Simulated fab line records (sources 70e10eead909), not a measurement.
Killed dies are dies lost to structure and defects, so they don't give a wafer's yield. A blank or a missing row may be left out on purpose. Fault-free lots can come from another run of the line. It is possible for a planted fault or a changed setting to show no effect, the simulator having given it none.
Comparing a struck lot with a sound one || flow nandHarc || 14 steps out of a route of 1302
Sound: these wafers, L756.1, L756.5, L756.6. Struck: wafer L761.3. (L761.1, L761.6 of the same lot were not struck and are left out.) The cause comes at the end.
Each step with rows lists, per side, the tool, then ch with its chambers, then its first start. Under that, the readings that differ: sound wafers || struck wafers || difference of the means || sigmas: that difference in standard deviations of wafers without a fault.
alike: readings whose means differ by less than 2 such deviations, and words and numbers that are the same on both sides. not compared: withheld readings, readings that some wafer has no value for, bounds like >300 that may hide the same value, and numbers for which the record gives no deviation and whose values overlap.
Wherever a step has rows on one side only, a row that says differs or no value, or a row with sigmas, the two part there. When numbers do not overlap yet have no deviation, they are printed without sigmas and do not part them. A reading that every wafer of one side lacks parts them only if that side has two wafers or more.

first, 2 steps without rows for these wafers: NHARC_A_SOURCE_PLATE_SRD_01; NHARC_A_SOURCE_PLATE_OXIDE_02 (material SiO2, target thk 10 nm, ox time 1362 s).
NHARC_A_SOURCE_PLATE_THK_MEAS_09: measures by ellipsometry.
  sound: filmMetro-01 at day 8 12:45; struck: filmMetro-01 at day 10 09:57
  alike: thkNm
then, 3 steps without rows for these wafers: NHARC_A_SOURCE_PLATE_PVD_04 (deposits WSi2, target thk 50 nm); NHARC_A_SOURCE_PLATE_CVD_03 (deposits poly-Si, target thk 200 nm, time 4000 s); NHARC_A_SOURCE_PLATE_ANNEAL_05 (time 1800 s).
NHARC_A_SOURCE_PLATE_THK_MEAS_06: measures by ellipsometry.
  sound: filmMetro-02 at day 9 04:01; struck: filmMetro-02 at day 10 22:38
  alike: thkNm
NHARC_A_SOURCE_PLATE_INSPECT_08:
  sound: defectInspect-02 at day 9 04:04; struck: defectInspect-01 at day 10 22:42
{"reading": "rawDefectCount", "sound": "28 42 37", "struck": 90, "difference": "+54", "sigmas": "+2"}
next comes 1 step that has no rows for these wafers: NHARC_A_ONON_D1_DEP_00 (target thickness 1000 nm).
NHARC_A_ONON_D1_THK_MEAS_02: measures by ellipsometry.
  sound: filmMetro-02 at day 9 04:39; struck: filmMetro-02 at day 10 23:17
  alike: thkNm
NHARC_A_ONON_D1_DEP_03: target thk 1000 nm.
  sound on pecvdOnon-04 ch 0, day 9 04:43; struck on pecvdOnon-01 ch 0, day 10 23:20
  alike: n2oFlowSccm
NHARC_A_ONON_D1_THK_MEAS_05: measures by ellipsometry.
  sound: filmMetro-01 at day 9 05:13; struck: filmMetro-02 at day 10 23:52
{"reading": "thkNm (nm)", "sound": "1014 1013 1013", "struck": 1593, "difference": "+580", "sigmas": "+53"}
next comes 1 step that has no rows for these wafers: NHARC_A_ONON_D1_DEP_06 (target thickness 1000 nm).
-- jump in the record: it breaks off in module A_ONON_D1 and resumes in module END (first step shown: number 1302 of the route), and 17 days separate the struck wafers' starts before and after --
NHARC_END_SORT_01:
  the record has rows for the struck wafers here (prober-02 ch 0, day 27 16:20) and none for the sound ones

== WHERE THEY PART ==
First at NHARC_A_SOURCE_PLATE_INSPECT_08; last, within this record, at NHARC_END_SORT_01.

WHY: whatever the simulator had introduced
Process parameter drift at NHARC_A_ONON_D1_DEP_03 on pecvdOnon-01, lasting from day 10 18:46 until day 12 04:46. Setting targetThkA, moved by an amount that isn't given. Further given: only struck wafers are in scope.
